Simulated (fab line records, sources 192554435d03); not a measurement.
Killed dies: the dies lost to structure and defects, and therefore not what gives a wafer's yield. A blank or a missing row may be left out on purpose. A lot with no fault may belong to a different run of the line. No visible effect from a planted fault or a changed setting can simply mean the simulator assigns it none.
Comparing a struck lot with a sound one | flow n5_finfet | 19 out of 1938 route steps
Sound: these wafers, L978.1, L978.3, L978.6. Struck: wafers L977.1, L977.4, L977.6. The cause is given at the end.
Order at every step that has rows: each side's tool, ch and its chambers, its first start. Under that, the readings that differ: sound wafers | struck wafers | difference of the means | sigmas: that difference in standard deviations of wafers without a fault.
alike: a reading whose means differ by less than 2 such deviations, as well as words and numbers matching on both sides. not compared: withheld readings; readings where some wafer has no value; bounds like >300 that might hide an equal value; numbers whose values overlap and for which the record gives no deviation.
A row with sigmas, a row that says differs or no value, or rows on one side alone: a step with any of these is where the two part. Non-overlapping numbers with no deviation appear without sigmas and do not part them. A reading that every wafer of one side lacks parts them only if that side has two wafers or more.

first, 4 steps without rows for these wafers: N5_HKMG_FIN_PRECLEAN_64 (cleans in dHF, time 30 s); N5_HKMG_FIN_WET_ETCH_65 (etches a-Si in TMAH, stops on TiN, time 49 s, target depth 3 nm); N5_HKMG_FIN_WET_ETCH_81 (etches TiN in SC1, stops on HfO2, time 57 s, target depth 6 nm); N5_HKMG_FIN_WET_ETCH_82 (etches La2O3 in dHCl, stops on HfO2, target depth 2 nm, rinse time 30 s).
N5_HKMG_FIN_ALD_36: deposits TiN, target thk 1 nm, pulse time 1 s, purge time 3 s.
  sound on ald_metal-02 ch 0,1,3, day 7 15:07; struck on ald_metal-02 ch 0,1, day 7 08:55
  alike: heater_power_w, precursor_pulse_height_rel
N5_HKMG_FIN_THK_MEAS_70: measures by xrf.
  sound on film_metro-01 at day 7 15:23; struck on film_metro-01 at day 7 09:11
  alike: HK_THK
N5_HKMG_FIN_PWFM_ALD_03: deposits TiN, target thk 2 nm, pulse time 1 s, purge time 3 s.
  sound on ald_metal-01 ch 1,2, day 7 15:26; struck on ald_metal-01 ch 0,3, day 7 09:14
  alike: heater_power_w, precursor_pulse_height_rel
then, 5 steps without rows for these wafers: N5_HKMG_FIN_COAT_29 (time 60 s, resist thk 300 nm); N5_HKMG_FIN_COAT_30 (time 60 s, resist thk 35 nm); N5_HKMG_FIN_COAT_06 (resist thk 90 nm); N5_HKMG_FIN_EBR_08; N5_HKMG_FIN_SOFTBAKE_07 (time 60 s).
N5_HKMG_FIN_EXPOSE_09: exposes mask NWFM.
  sound on arfi_scanner-03 ch 0, day 7 16:08; struck on arfi_scanner-02 ch 0, day 7 09:56
  reading              | sound             | struck            | difference | sigmas
  exposure_dose_mJ_cm2 | 39.25 39.19 39.24 | 35.39 35.44 35.41 | -3.81      | -99 or more
  alike: mask, focus_offset_nm
then, 2 steps without rows for these wafers: N5_HKMG_FIN_PEB_10 (peb time 60 s); N5_HKMG_FIN_DEVELOP_11 (develop time 30 s).
N5_HKMG_FIN_CD_MEAS_12 targets a cd of 92.8 nm.
  sound on cd_sem-01 ch 0, day 7 16:16; struck on cd_sem-01 ch 0, day 7 10:04
  reading    | sound          | struck         | difference | sigmas
  cd_nm (nm) | 93.1 92.8 92.9 | 86.5 86.8 87.1 | -6.1       | -13
N5_HKMG_FIN_OVL_MEAS_13:
  sound on overlay-02 ch 0, day 7 16:18; struck on overlay-01 ch 0, day 7 10:05
  alike: NWFM_OVL
-- a jump in the record: the struck wafers' starts before and after are 6 days apart (it breaks off in module HKMG_FIN and resumes in module BEOL_M4, where the first step shown is number 1111 of the route) --
N5_BEOL_M4_RC_MEAS_101:
  sound on prober-02 ch 0, day 13 02:58; struck on prober-01 ch 0, day 13 02:28
  alike: DIBL_N, DIBL_P, IOFF_N, IOFF_P, ION_N, ION_P, SS_N, SS_P, VT_N, VT_P
-- record jumps: 4 days separate the struck wafers' starts on either side; left off in module BEOL_M4, taken up again in module PASSIVATION, whose first shown step is the route's number 1936 --
N5_PASSIVATION_PROBE_49:
  only the struck wafers here have rows in the record (prober-02, day 17 13:01); the sound ones have none

## WHERE THEY PART
Earliest at N5_HKMG_FIN_EXPOSE_09; latest, in this record, at N5_PASSIVATION_PROBE_49.

WHY: what the simulator had put in
Process parameters drifting: arfi_scanner-02 at N5_HKMG_FIN_EXPOSE_09, beginning at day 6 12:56. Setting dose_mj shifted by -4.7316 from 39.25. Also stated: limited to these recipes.
